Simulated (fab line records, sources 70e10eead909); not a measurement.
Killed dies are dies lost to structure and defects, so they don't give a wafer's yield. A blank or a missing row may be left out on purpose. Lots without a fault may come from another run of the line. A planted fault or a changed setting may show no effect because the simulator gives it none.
Chamber matching | flow nand_harc | NHARC_A_CONTACT_DEP_24 on pecvd-01: 3 sister chambers
The step deposits SiO2, target thk 500 nm. 18 wafers are shown with their chamber, then 9 later ones without.

WAFERS WITH THEIR CHAMBER
wafer  | chamber | throttle_valve_pct (%) | heater_power_w (W) | chamber_pressure_Torr (Torr)
L077.1 | 2       | 16.0                   | 427                | 6.491
L077.2 | 1       | 15.5                   | 569                | 6.494
L077.3 | 0       | 15.4                   | 564                | 6.484
L078.1 | 1       | 15.5                   | 637                | 6.490
L078.3 | 0       | 15.1                   | 480                | 6.498
L078.4 | 2       | 16.2                   | 490                | 6.505
L081.1 | 1       | 15.7                   | 641                | 6.514
L081.3 | 2       | 16.4                   | 434                | 6.483
L081.4 | 0       | 15.4                   | 483                | 6.491
L084.2 | 1       | 16.0                   | 585                | 6.494
L084.5 | 0       | 15.5                   | 518                | 6.530
L084.6 | 2       | 16.5                   | 505                | 6.507
L087.2 | 2       | 16.3                   | 510                | 6.521
L087.5 | 2       | 16.6                   | 379                | 6.519
L087.6 | 1       | 15.9                   | 609                | 6.480
L089.2 | 2       | 16.3                   | 500                | 6.514
L089.4 | 2       | 16.3                   | 494                | 6.502
L089.5 | 1       | 15.8                   | 561                | 6.502

SIGNATURES (means of the wafers above)
reading               | chamber 0 | chamber 1 | chamber 2 | scatter within a chamber
throttle_valve_pct    | 15.350    | 15.733    | 16.325    | 0.189
heater_power_w        | 511.25    | 600.33    | 467.38    | 42
chamber_pressure_Torr | 6.50075   | 6.49567   | 6.50525   | 0.0144
Rule: a wafer's distance from a chamber is the root of the sum, over the readings, of the square of ((its reading less the chamber's mean) divided by the reading's scatter). The wafer belongs to the nearest chamber; if the next one is less than 2 further off, it can't be placed. The scatter: the root of (the sum of the squares of (reading less its chamber's mean) over the shown wafers, divided by (wafers less chambers)).

WAFERS WITHOUT THEIR CHAMBER
wafer  | throttle_valve_pct (%) | heater_power_w (W) | chamber_pressure_Torr (Torr)
L093.2 | 15.8                   | 557                | 6.502
L093.5 | 16.4                   | 478                | 6.519
L093.6 | 15.4                   | 551                | 6.501
L092.2 | 16.6                   | 497                | 6.489
L092.4 | 15.7                   | 518                | 6.491
L092.6 | 16.3                   | 604                | 6.508
L095.2 | 15.9                   | 434                | 6.485
L095.4 | 15.3                   | 564                | 6.496
L095.6 | 15.5                   | 692                | 6.476

WHICH CHAMBER EACH WENT THROUGH
wafer  | from the rows above          | in truth
L093.2 | can't be placed: 1 or 0      | 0
L093.5 | 2                            | 2
L093.6 | can't be placed: 0 or 1      | 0
L092.2 | 2                            | 2
L092.4 | can't be placed: 0 or 1 or 2 | 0
L092.6 | can't be placed: 1 or 2      | 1
L095.2 | can't be placed: 2 or 0 or 1 | 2
L095.4 | can't be placed: 0 or 1      | 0
L095.6 | can't be placed: 1 or 0      | 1
Placed correctly: 2 of 9. Can't be placed from these rows: 7 (the true chamber is among the candidates in 7). Placed wrongly: 0.
